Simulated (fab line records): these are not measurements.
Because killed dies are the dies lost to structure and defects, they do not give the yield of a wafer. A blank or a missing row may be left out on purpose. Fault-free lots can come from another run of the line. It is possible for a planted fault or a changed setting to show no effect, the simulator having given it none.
fab line records / flow n5-finfet / part 2 of 2: steps 27 to 32 of 32
[record] lots = 5 wafers = 15 last-day = 20
route steps=1938 shown BEOL_M8@1391 BEOL_M9@1401
lots with no fault: from the same line, run without faults
start-h: start of the lot's first displayed wafer, in hours after the record's first day / wait-h: hours since the lot's step before / " as in the row above / L1.1+2: one row covering several wafers at once / - either no value or no given start / * or withheld: withheld / < > ~ a bound
route shown NAME@n: a module of which the file shows steps, and the number in the route of the first / usual: the fault-free wafers' mean and standard deviation / same: alike in all rows / chamber/n: place in a boat / sites: readings site by site / _std_site: how widely they spread, as a standard deviation / _edge_site: outer sites' mean less inner sites' / radius-mm: for every site, how far away it sits from the centre of the wafer / mask NAME#n: copy n / behind: tool/chamber where the wafer was last shaped / hold: why the lot went on hold/how many hours it stayed there/how the hold came to an end / device: whichever transistor did not switch (one of n, p or np) / end of line: the route-end tests of the same wafers / where a step has no rows: the recipe by itself / killed: at the first sort, the dies lost to defects and structure; wafer yield is something else / map: a wafer's dies, x killed, . not, _ none there
set.NAME: the setting the step ran with; set.NAME@STEP: the setting that earlier step ran with / model.NAME: the simulator's own value behind a step, which no gauge read
certain route steps with their lots: each step a table, each wafer a row
services: from which hour (start-h, from the record's first day; less than 0 if before it) a tool's chamber was out of use, for how many hours, and why
[[steps]]
[step N5_BEOL_M9_DESCUM_16]
[recipe] chemistry = O2 time-s = 7.9 source-power-w = 50 bias-power-w = 20 pressure-mtorr = 20 rf-frequency-hz = 2.712e+07 temp-c = 40 resist = CAR-ArF o2-flow-sccm = 225
[usual] drypump-motor-current-A = 5.7/0.46 oes-product-au = 0.79/0.079 rf-vpp-V = 243.2/1.5 showerhead-plenum-p-Torr = 2.09/0.074 throttle-valve-pct = 20.47/0.21
lot.wafer=L075.1 tool=rie-diel-02 chamber=0 start-h=245.71 wait-h=0.6 drypump-motor-current-A=5.6 oes-product-au=0.89 rf-hours-counter-h=41 rf-vpp-V=243.1 showerhead-plenum-p-Torr=2.06 throttle-valve-pct=20.38
lot.wafer=L075.4 tool=rie-diel-02 chamber=0 start-h=245.71 wait-h=0.6 drypump-motor-current-A=5.7 oes-product-au=0.89 rf-hours-counter-h=- rf-vpp-V=242.0 showerhead-plenum-p-Torr=2.05 throttle-valve-pct=20.41
lot.wafer=L075.5 tool=rie-diel-02 chamber=3 start-h=245.71 wait-h=0.6 drypump-motor-current-A=5.8 oes-product-au=0.76 rf-hours-counter-h=- rf-vpp-V=241.2 showerhead-plenum-p-Torr=2.02 throttle-valve-pct=20.79
lot.wafer=L080.2 tool=rie-diel-03 chamber=1 start-h=268.81 wait-h=0.0 drypump-motor-current-A=6.0 oes-product-au=0.70 rf-hours-counter-h=246 rf-vpp-V=245.2 showerhead-plenum-p-Torr=2.15 throttle-valve-pct=20.55
lot.wafer=L080.4 tool=rie-diel-03 chamber=3 start-h=268.81 wait-h=0.0 drypump-motor-current-A=5.5 oes-product-au=0.87 rf-hours-counter-h=44 rf-vpp-V=244.8 showerhead-plenum-p-Torr=2.22 throttle-valve-pct=20.31
lot.wafer=L080.6 tool=rie-diel-03 chamber=0 start-h=268.81 wait-h=0.0 drypump-motor-current-A=4.7 oes-product-au=0.82 rf-hours-counter-h=- rf-vpp-V=242.0 showerhead-plenum-p-Torr=2.04 throttle-valve-pct=20.26
lot.wafer=L086.1 tool=rie-diel-06 chamber=0 start-h=331.34 wait-h=0.0 drypump-motor-current-A=5.2 oes-product-au=0.87 rf-hours-counter-h=49 rf-vpp-V=243.1 showerhead-plenum-p-Torr=2.04 throttle-valve-pct=20.30
lot.wafer=L086.5 tool=rie-diel-06 chamber=3 start-h=331.34 wait-h=0.0 drypump-motor-current-A=5.4 oes-product-au=0.67 rf-hours-counter-h=- rf-vpp-V=243.5 showerhead-plenum-p-Torr=2.05 throttle-valve-pct=20.68
lot.wafer=L086.6 tool=rie-diel-06 chamber=2 start-h=331.34 wait-h=0.0 drypump-motor-current-A=6.5 oes-product-au=0.72 rf-hours-counter-h=- rf-vpp-V=242.2 showerhead-plenum-p-Torr=2.00 throttle-valve-pct=20.33
lot.wafer=L088.3 tool=rie-diel-02 chamber=1 start-h=348.17 wait-h=0.0 drypump-motor-current-A=6.4 oes-product-au=0.84 rf-hours-counter-h=59 rf-vpp-V=244.3 showerhead-plenum-p-Torr=2.12 throttle-valve-pct=20.26
lot.wafer=L088.5 tool=rie-diel-02 chamber=1 start-h=348.17 wait-h=0.0 drypump-motor-current-A=6.3 oes-product-au=0.84 rf-hours-counter-h=- rf-vpp-V=243.2 showerhead-plenum-p-Torr=2.12 throttle-valve-pct=20.23
lot.wafer=L088.6 tool=rie-diel-02 chamber=0 start-h=348.17 wait-h=0.0 drypump-motor-current-A=5.6 oes-product-au=0.84 rf-hours-counter-h=- rf-vpp-V=241.1 showerhead-plenum-p-Torr=2.04 throttle-valve-pct=20.44
lot.wafer=L096.1 tool=rie-diel-06 chamber=2 start-h=404.32 wait-h=0.0 drypump-motor-current-A=6.5 oes-product-au=0.70 rf-hours-counter-h=216 rf-vpp-V=241.0 showerhead-plenum-p-Torr=1.99 throttle-valve-pct=20.37
lot.wafer=L096.4 tool=rie-diel-06 chamber=1 start-h=404.32 wait-h=0.0 drypump-motor-current-A=5.6 oes-product-au=0.98 rf-hours-counter-h=- rf-vpp-V=243.9 showerhead-plenum-p-Torr=2.15 throttle-valve-pct=20.51
lot.wafer=L096.5 tool=rie-diel-06 chamber=2 start-h=404.32 wait-h=0.0 drypump-motor-current-A=6.4 oes-product-au=0.71 rf-hours-counter-h=- rf-vpp-V=242.0 showerhead-plenum-p-Torr=1.99 throttle-valve-pct=20.35
[step N5_BEOL_M9_ETCH_61]
[recipe] chemistry = CF4 target = SiARC target-depth-a = 390 mask-material = CAR-ArF time-s = 65 ion-energy-ev = 80 pressure-mtorr = 40 source-w = 545 bias-w = 36 Ar_flow_sccm = 100 cf4-flow-sccm = 100 ends = cleared
[usual] drypump-motor-current-A = 5.7/0.46 etch-rf-on-time-s = 64.9/0.81 oes-product-au = 0.68/0.065 rf-vpp-V = 183.9/1.2 showerhead-plenum-p-Torr = 2.14/0.069 throttle-valve-pct = 15.63/0.24
lot.wafer=L075.1 tool=rie-diel-02 chamber=0 start-h=245.74 wait-h=0.0 drypump-motor-current-A=5.6 etch-rf-on-time-s=64.2 oes-product-au=0.76 rf-hours-counter-h=41 rf-vpp-V=183.1 showerhead-plenum-p-Torr=2.09 throttle-valve-pct=15.44
lot.wafer=L075.4 tool=rie-diel-02 chamber=0 start-h=245.74 wait-h=0.0 drypump-motor-current-A=5.6 etch-rf-on-time-s=64.5 oes-product-au=0.76 rf-hours-counter-h=- rf-vpp-V=183.6 showerhead-plenum-p-Torr=2.09 throttle-valve-pct=15.44
lot.wafer=L075.5 tool=rie-diel-02 chamber=3 start-h=245.74 wait-h=0.0 drypump-motor-current-A=5.8 etch-rf-on-time-s=64.0 oes-product-au=0.67 rf-hours-counter-h=- rf-vpp-V=182.5 showerhead-plenum-p-Torr=2.07 throttle-valve-pct=15.96
lot.wafer=L080.2 tool=rie-diel-03 chamber=1 start-h=268.85 wait-h=0.0 drypump-motor-current-A=6.1 etch-rf-on-time-s=63.2 oes-product-au=0.61 rf-hours-counter-h=246 rf-vpp-V=184.2 showerhead-plenum-p-Torr=2.19 throttle-valve-pct=15.80
lot.wafer=L080.4 tool=rie-diel-03 chamber=3 start-h=268.85 wait-h=0.0 drypump-motor-current-A=5.5 etch-rf-on-time-s=65.7 oes-product-au=0.74 rf-hours-counter-h=44 rf-vpp-V=185.2 showerhead-plenum-p-Torr=2.26 throttle-valve-pct=15.39
lot.wafer=L080.6 tool=rie-diel-03 chamber=0 start-h=268.85 wait-h=0.0 drypump-motor-current-A=4.7 etch-rf-on-time-s=66.0 oes-product-au=0.68 rf-hours-counter-h=- rf-vpp-V=183.6 showerhead-plenum-p-Torr=2.09 throttle-valve-pct=15.46
lot.wafer=L086.1 tool=rie-diel-06 chamber=0 start-h=331.37 wait-h=0.0 drypump-motor-current-A=5.2 etch-rf-on-time-s=64.1 oes-product-au=0.75 rf-hours-counter-h=49 rf-vpp-V=182.8 showerhead-plenum-p-Torr=2.10 throttle-valve-pct=15.44
lot.wafer=L086.5 tool=rie-diel-06 chamber=3 start-h=331.37 wait-h=0.0 drypump-motor-current-A=5.4 etch-rf-on-time-s=65.2 oes-product-au=0.57 rf-hours-counter-h=- rf-vpp-V=183.2 showerhead-plenum-p-Torr=2.12 throttle-valve-pct=15.99
lot.wafer=L086.6 tool=rie-diel-06 chamber=2 start-h=331.37 wait-h=0.0 drypump-motor-current-A=6.4 etch-rf-on-time-s=64.3 oes-product-au=0.62 rf-hours-counter-h=- rf-vpp-V=182.8 showerhead-plenum-p-Torr=2.04 throttle-valve-pct=15.52
lot.wafer=L088.3 tool=rie-diel-02 chamber=1 start-h=348.20 wait-h=0.0 drypump-motor-current-A=6.3 etch-rf-on-time-s=65.5 oes-product-au=0.72 rf-hours-counter-h=59 rf-vpp-V=184.8 showerhead-plenum-p-Torr=2.18 throttle-valve-pct=15.39
lot.wafer=L088.5 tool=rie-diel-02 chamber=1 start-h=348.20 wait-h=0.0 drypump-motor-current-A=6.3 etch-rf-on-time-s=65.7 oes-product-au=0.72 rf-hours-counter-h=- rf-vpp-V=183.9 showerhead-plenum-p-Torr=2.18 throttle-valve-pct=15.39
lot.wafer=L088.6 tool=rie-diel-02 chamber=0 start-h=348.20 wait-h=0.0 drypump-motor-current-A=5.6 etch-rf-on-time-s=64.8 oes-product-au=0.72 rf-hours-counter-h=- rf-vpp-V=182.5 showerhead-plenum-p-Torr=2.08 throttle-valve-pct=15.49
lot.wafer=L096.1 tool=rie-diel-06 chamber=2 start-h=404.35 wait-h=0.0 drypump-motor-current-A=6.4 etch-rf-on-time-s=63.7 oes-product-au=0.61 rf-hours-counter-h=216 rf-vpp-V=183.1 showerhead-plenum-p-Torr=2.04 throttle-valve-pct=15.55
lot.wafer=L096.4 tool=rie-diel-06 chamber=1 start-h=404.35 wait-h=0.0 drypump-motor-current-A=5.6 etch-rf-on-time-s=64.2 oes-product-au=0.84 rf-hours-counter-h=- rf-vpp-V=184.9 showerhead-plenum-p-Torr=2.19 throttle-valve-pct=15.57
lot.wafer=L096.5 tool=rie-diel-06 chamber=2 start-h=404.35 wait-h=0.0 drypump-motor-current-A=6.4 etch-rf-on-time-s=64.1 oes-product-au=0.61 rf-hours-counter-h=- rf-vpp-V=182.6 showerhead-plenum-p-Torr=2.04 throttle-valve-pct=15.57
[step N5_BEOL_M9_ETCH_62]
[recipe] chemistry = N2/H2 target = SOC target-depth-a = 1100 overetch-a = 220 mask-material = SiARC temp-c = 40 time-s = 165 ion-energy-ev = 200 pressure-mtorr = 30 source-w = 840 bias-w = 150 n2-flow-sccm = 200 h2-flow-sccm = 200
[usual] drypump-motor-current-A = 5.7/0.45 n2-flow-sccm = 200.0/0.57 oes-product-au = 0.67/0.065 rf-vpp-V = 523.7/2.4 showerhead-plenum-p-Torr = 2.54/0.087 throttle-valve-pct = 17.82/0.22
lot.wafer=L075.1 tool=rie-diel-02 chamber=0 start-h=245.79 wait-h=0.0 drypump-motor-current-A=5.7 n2-flow-sccm=199.4 oes-product-au=0.75 rf-hours-counter-h=41 rf-vpp-V=523.3 showerhead-plenum-p-Torr=2.48 throttle-valve-pct=17.64
lot.wafer=L075.4 tool=rie-diel-02 chamber=0 start-h=245.79 wait-h=0.0 drypump-motor-current-A=5.6 n2-flow-sccm=200.4 oes-product-au=0.75 rf-hours-counter-h=- rf-vpp-V=521.3 showerhead-plenum-p-Torr=2.48 throttle-valve-pct=17.64
lot.wafer=L075.5 tool=rie-diel-02 chamber=3 start-h=245.79 wait-h=0.0 drypump-motor-current-A=5.8 n2-flow-sccm=199.5 oes-product-au=0.65 rf-hours-counter-h=- rf-vpp-V=520.2 showerhead-plenum-p-Torr=2.46 throttle-valve-pct=18.17
lot.wafer=L080.2 tool=rie-diel-03 chamber=1 start-h=268.90 wait-h=0.0 drypump-motor-current-A=6.1 n2-flow-sccm=199.8 oes-product-au=0.60 rf-hours-counter-h=246 rf-vpp-V=524.9 showerhead-plenum-p-Torr=2.61 throttle-valve-pct=18.08
lot.wafer=L080.4 tool=rie-diel-03 chamber=3 start-h=268.90 wait-h=0.0 drypump-motor-current-A=5.5 n2-flow-sccm=199.3 oes-product-au=0.74 rf-hours-counter-h=44 rf-vpp-V=528.7 showerhead-plenum-p-Torr=2.70 throttle-valve-pct=17.63
lot.wafer=L080.6 tool=rie-diel-03 chamber=0 start-h=268.90 wait-h=0.0 drypump-motor-current-A=4.8 n2-flow-sccm=199.9 oes-product-au=0.68 rf-hours-counter-h=- rf-vpp-V=522.3 showerhead-plenum-p-Torr=2.47 throttle-valve-pct=17.58
lot.wafer=L086.1 tool=rie-diel-06 chamber=0 start-h=331.42 wait-h=0.0 drypump-motor-current-A=5.2 n2-flow-sccm=201.2 oes-product-au=0.74 rf-hours-counter-h=49 rf-vpp-V=523.1 showerhead-plenum-p-Torr=2.48 throttle-valve-pct=17.63
lot.wafer=L086.5 tool=rie-diel-06 chamber=3 start-h=331.42 wait-h=0.0 drypump-motor-current-A=5.5 n2-flow-sccm=199.2 oes-product-au=0.57 rf-hours-counter-h=- rf-vpp-V=522.7 showerhead-plenum-p-Torr=2.51 throttle-valve-pct=18.14
lot.wafer=L086.6 tool=rie-diel-06 chamber=2 start-h=331.42 wait-h=0.0 drypump-motor-current-A=6.5 n2-flow-sccm=200.1 oes-product-au=0.61 rf-hours-counter-h=- rf-vpp-V=521.2 showerhead-plenum-p-Torr=2.41 throttle-valve-pct=17.67
lot.wafer=L088.3 tool=rie-diel-02 chamber=1 start-h=348.25 wait-h=0.0 drypump-motor-current-A=6.3 n2-flow-sccm=200.2 oes-product-au=0.72 rf-hours-counter-h=59 rf-vpp-V=526.1 showerhead-plenum-p-Torr=2.57 throttle-valve-pct=17.71
lot.wafer=L088.5 tool=rie-diel-02 chamber=1 start-h=348.25 wait-h=0.0 drypump-motor-current-A=6.3 n2-flow-sccm=200.7 oes-product-au=0.72 rf-hours-counter-h=- rf-vpp-V=523.0 showerhead-plenum-p-Torr=2.58 throttle-valve-pct=17.68
lot.wafer=L088.6 tool=rie-diel-02 chamber=0 start-h=348.25 wait-h=0.0 drypump-motor-current-A=5.6 n2-flow-sccm=199.8 oes-product-au=0.71 rf-hours-counter-h=- rf-vpp-V=522.4 showerhead-plenum-p-Torr=2.47 throttle-valve-pct=17.68
lot.wafer=L096.1 tool=rie-diel-06 chamber=2 start-h=404.40 wait-h=0.0 drypump-motor-current-A=6.4 n2-flow-sccm=199.9 oes-product-au=0.60 rf-hours-counter-h=216 rf-vpp-V=520.8 showerhead-plenum-p-Torr=2.41 throttle-valve-pct=17.69
lot.wafer=L096.4 tool=rie-diel-06 chamber=1 start-h=404.40 wait-h=0.0 drypump-motor-current-A=5.6 n2-flow-sccm=201.1 oes-product-au=0.83 rf-hours-counter-h=- rf-vpp-V=525.1 showerhead-plenum-p-Torr=2.61 throttle-valve-pct=17.85
lot.wafer=L096.5 tool=rie-diel-06 chamber=2 start-h=404.40 wait-h=0.0 drypump-motor-current-A=6.5 n2-flow-sccm=199.7 oes-product-au=0.60 rf-hours-counter-h=- rf-vpp-V=520.3 showerhead-plenum-p-Torr=2.41 throttle-valve-pct=17.71
[step N5_BEOL_M9_STRIP_68]
[recipe] chemistry = N2/H2 temp-c = 40 n2-flow-sccm = 200 h2-flow-sccm = 200 rf-frequency-hz = 6e+07
lot.wafer=L075.1+4+5 tool=rie-diel-02 chamber=0,0,3 start-h=245.93 wait-h=0.1
lot.wafer=L080.2+4+6 tool=rie-diel-03 chamber=1,3,0 start-h=269.03 wait-h=0.1
lot.wafer=L086.1+5+6 tool=rie-diel-06 chamber=0,3,2 start-h=331.56 wait-h=0.1
lot.wafer=L088.3+5+6 tool=rie-diel-02 chamber=1,1,0 start-h=348.39 wait-h=0.1
lot.wafer=L096.1+4+5 tool=rie-diel-06 chamber=2,1,2 start-h=404.54 wait-h=0.1
[step N5_BEOL_M9_STRIP_67]
[recipe] chemistry = CF4 resist = SiARC power-w = 300 bias-power-w = 75 pressure-mtorr = 50 cf4-flow-sccm = 150 rf-frequency-hz = 6e+07
[usual] drypump-motor-current-A = 5.7/0.45 oes-product-au = 0.79/0.075 rf-vpp-V = 271.1/1.4 showerhead-plenum-p-Torr = 1.79/0.058 throttle-valve-pct = 13.60/0.26
lot.wafer=L075.1 tool=rie-diel-02 chamber=0 start-h=245.94 wait-h=0.0 drypump-motor-current-A=5.6 oes-product-au=0.88 rf-hours-counter-h=41 rf-vpp-V=269.0 showerhead-plenum-p-Torr=1.75 throttle-valve-pct=13.37
lot.wafer=L075.4 tool=rie-diel-02 chamber=0 start-h=245.94 wait-h=0.0 drypump-motor-current-A=5.6 oes-product-au=0.89 rf-hours-counter-h=- rf-vpp-V=269.7 showerhead-plenum-p-Torr=1.75 throttle-valve-pct=13.36
lot.wafer=L075.5 tool=rie-diel-02 chamber=3 start-h=245.94 wait-h=0.0 drypump-motor-current-A=5.8 oes-product-au=0.76 rf-hours-counter-h=- rf-vpp-V=269.2 showerhead-plenum-p-Torr=1.74 throttle-valve-pct=13.92
lot.wafer=L080.2 tool=rie-diel-03 chamber=1 start-h=269.04 wait-h=0.0 drypump-motor-current-A=6.0 oes-product-au=0.69 rf-hours-counter-h=246 rf-vpp-V=272.2 showerhead-plenum-p-Torr=1.83 throttle-valve-pct=13.79
lot.wafer=L080.4 tool=rie-diel-03 chamber=3 start-h=269.04 wait-h=0.0 drypump-motor-current-A=5.5 oes-product-au=0.87 rf-hours-counter-h=44 rf-vpp-V=273.3 showerhead-plenum-p-Torr=1.90 throttle-valve-pct=13.37
lot.wafer=L080.6 tool=rie-diel-03 chamber=0 start-h=269.04 wait-h=0.0 drypump-motor-current-A=4.7 oes-product-au=0.81 rf-hours-counter-h=- rf-vpp-V=271.0 showerhead-plenum-p-Torr=1.76 throttle-valve-pct=13.42
lot.wafer=L086.1 tool=rie-diel-06 chamber=0 start-h=331.57 wait-h=0.0 drypump-motor-current-A=5.2 oes-product-au=0.86 rf-hours-counter-h=49 rf-vpp-V=271.7 showerhead-plenum-p-Torr=1.75 throttle-valve-pct=13.38
lot.wafer=L086.5 tool=rie-diel-06 chamber=3 start-h=331.57 wait-h=0.0 drypump-motor-current-A=5.5 oes-product-au=0.67 rf-hours-counter-h=- rf-vpp-V=270.3 showerhead-plenum-p-Torr=1.77 throttle-valve-pct=13.95
lot.wafer=L086.6 tool=rie-diel-06 chamber=2 start-h=331.57 wait-h=0.0 drypump-motor-current-A=6.4 oes-product-au=0.72 rf-hours-counter-h=- rf-vpp-V=268.8 showerhead-plenum-p-Torr=1.71 throttle-valve-pct=13.52
lot.wafer=L088.3 tool=rie-diel-02 chamber=1 start-h=348.40 wait-h=0.0 drypump-motor-current-A=6.3 oes-product-au=0.84 rf-hours-counter-h=59 rf-vpp-V=271.3 showerhead-plenum-p-Torr=1.82 throttle-valve-pct=13.31
lot.wafer=L088.5 tool=rie-diel-02 chamber=1 start-h=348.40 wait-h=0.0 drypump-motor-current-A=6.3 oes-product-au=0.85 rf-hours-counter-h=- rf-vpp-V=273.2 showerhead-plenum-p-Torr=1.82 throttle-valve-pct=13.32
lot.wafer=L088.6 tool=rie-diel-02 chamber=0 start-h=348.40 wait-h=0.0 drypump-motor-current-A=5.6 oes-product-au=0.84 rf-hours-counter-h=- rf-vpp-V=270.4 showerhead-plenum-p-Torr=1.74 throttle-valve-pct=13.45
lot.wafer=L096.1 tool=rie-diel-06 chamber=2 start-h=404.55 wait-h=0.0 drypump-motor-current-A=6.4 oes-product-au=0.71 rf-hours-counter-h=216 rf-vpp-V=270.8 showerhead-plenum-p-Torr=1.71 throttle-valve-pct=13.56
lot.wafer=L096.4 tool=rie-diel-06 chamber=1 start-h=404.55 wait-h=0.0 drypump-motor-current-A=5.6 oes-product-au=0.98 rf-hours-counter-h=- rf-vpp-V=273.0 showerhead-plenum-p-Torr=1.84 throttle-valve-pct=13.55
lot.wafer=L096.5 tool=rie-diel-06 chamber=2 start-h=404.55 wait-h=0.0 drypump-motor-current-A=6.4 oes-product-au=0.71 rf-hours-counter-h=- rf-vpp-V=269.3 showerhead-plenum-p-Torr=1.71 throttle-valve-pct=13.56
[step N5_BEOL_M9_HM_OPEN_17]
[recipe] chemistry = Cl2/BCl3 target-depth-a = 200 overetch-a = 60 target = TiN mask-material = SOC ion-energy-ev = 150 pressure-mtorr = 10 icp-w = 1000 bias-w = 126 Cl2_flow_sccm = 53.25 bcl3-flow-sccm = 21.75 Ar_flow_sccm = 25
[usual] drypump-motor-current-A = 5.96/0.14 oes-product-au = 0.68/0.065 throttle-valve-pct = 22.03/0.27
lot.wafer=L075.1 tool=rie-metal-02 chamber=1 start-h=245.98 wait-h=0.0 drypump-motor-current-A=5.81 oes-product-au=0.66 rf-hours-counter-h=41 throttle-valve-pct=21.87
lot.wafer=L075.4 tool=rie-metal-02 chamber=0 start-h=245.98 wait-h=0.0 drypump-motor-current-A=6.16 oes-product-au=0.67 rf-hours-counter-h=- throttle-valve-pct=22.36
lot.wafer=L075.5 tool=rie-metal-02 chamber=0 start-h=245.98 wait-h=0.0 drypump-motor-current-A=6.13 oes-product-au=0.67 rf-hours-counter-h=- throttle-valve-pct=22.38
lot.wafer=L080.2 tool=rie-metal-01 chamber=0 start-h=269.08 wait-h=0.0 drypump-motor-current-A=6.02 oes-product-au=0.54 rf-hours-counter-h=112 throttle-valve-pct=21.90
lot.wafer=L080.4 tool=rie-metal-01 chamber=0 start-h=269.08 wait-h=0.0 drypump-motor-current-A=6.01 oes-product-au=0.54 rf-hours-counter-h=- throttle-valve-pct=21.90
lot.wafer=L080.6 tool=rie-metal-01 chamber=0 start-h=269.08 wait-h=0.0 drypump-motor-current-A=6.03 oes-product-au=0.53 rf-hours-counter-h=- throttle-valve-pct=21.89
lot.wafer=L086.1 tool=rie-metal-02 chamber=0 start-h=331.61 wait-h=0.0 drypump-motor-current-A=6.15 oes-product-au=0.66 rf-hours-counter-h=56 throttle-valve-pct=22.40
lot.wafer=L086.5 tool=rie-metal-02 chamber=0 start-h=331.61 wait-h=0.0 drypump-motor-current-A=6.15 oes-product-au=0.65 rf-hours-counter-h=- throttle-valve-pct=22.39
lot.wafer=L086.6 tool=rie-metal-02 chamber=1 start-h=331.61 wait-h=0.0 drypump-motor-current-A=5.82 oes-product-au=0.63 rf-hours-counter-h=- throttle-valve-pct=21.88
lot.wafer=L088.3 tool=rie-metal-01 chamber=0 start-h=348.47 wait-h=0.1 drypump-motor-current-A=6.05 oes-product-au=0.83 rf-hours-counter-h=- throttle-valve-pct=21.70
lot.wafer=L088.5 tool=rie-metal-01 chamber=1 start-h=348.47 wait-h=0.1 drypump-motor-current-A=5.91 oes-product-au=0.70 rf-hours-counter-h=- throttle-valve-pct=21.80
lot.wafer=L088.6 tool=rie-metal-01 chamber=0 start-h=348.47 wait-h=0.1 drypump-motor-current-A=6.04 oes-product-au=0.81 rf-hours-counter-h=- throttle-valve-pct=21.70
lot.wafer=L096.1 tool=rie-metal-03 chamber=0 start-h=404.59 wait-h=0.0 drypump-motor-current-A=5.83 oes-product-au=0.73 rf-hours-counter-h=21 throttle-valve-pct=22.38
lot.wafer=L096.4 tool=rie-metal-03 chamber=0 start-h=404.59 wait-h=0.0 drypump-motor-current-A=5.79 oes-product-au=0.73 rf-hours-counter-h=- throttle-valve-pct=22.36
lot.wafer=L096.5 tool=rie-metal-03 chamber=0 start-h=404.59 wait-h=0.0 drypump-motor-current-A=5.82 oes-product-au=0.73 rf-hours-counter-h=- throttle-valve-pct=22.37
[[services]]
tool=rie-diel-02 chamber=1 start-h=219.30 hours=40.8 kind=repair
tool=arfi-scanner-02 chamber=- start-h=233.52 hours=1.0 kind=repair
tool=rie-diel-06 chamber=3 start-h=252.54 hours=2.8 kind=repair
tool=cmp-03 chamber=- start-h=254.32 hours=4.0 kind=pm
tool=ecd-cu-01 chamber=- start-h=258.37 hours=2.3 kind=repair
tool=rie-diel-03 chamber=1 start-h=260.48 hours=6.6 kind=repair
tool=arfi-scanner-02 chamber=- start-h=268.85 hours=3.1 kind=pm
tool=arfi-scanner-02 chamber=- start-h=271.98 hours=4.9 kind=pm
tool=pecvd-01 chamber=2 start-h=291.81 hours=5.0 kind=repair
tool=arfi-scanner-02 chamber=- start-h=302.98 hours=1.7 kind=repair
tool=pecvd-01 chamber=- start-h=303.96 hours=1.5 kind=repair
tool=ecd-cu-01 chamber=- start-h=307.20 hours=2.7 kind=repair
tool=pecvd-02 chamber=- start-h=309.13 hours=1.0 kind=repair
tool=rie-diel-03 chamber=3 start-h=318.68 hours=3.2 kind=repair
tool=rie-diel-06 chamber=3 start-h=326.10 hours=3.0 kind=repair
tool=cmp-03 chamber=- start-h=339.75 hours=1.4 kind=repair
tool=pvd-sputter-03 chamber=- start-h=361.72 hours=2.7 kind=repair
tool=pecvd-03 chamber=- start-h=370.63 hours=2.8 kind=pm
tool=rie-diel-03 chamber=2 start-h=381.01 hours=1.2 kind=repair
tool=ecd-cu-01 chamber=- start-h=381.78 hours=3.5 kind=pm
tool=rie-diel-02 chamber=- start-h=383.04 hours=0.7 kind=repair
tool=rie-diel-06 chamber=- start-h=385.21 hours=14.6 kind=pm
tool=ecd-cu-01 chamber=- start-h=387.26 hours=2.6 kind=repair
tool=rie-diel-03 chamber=1 start-h=388.62 hours=8.8 kind=repair
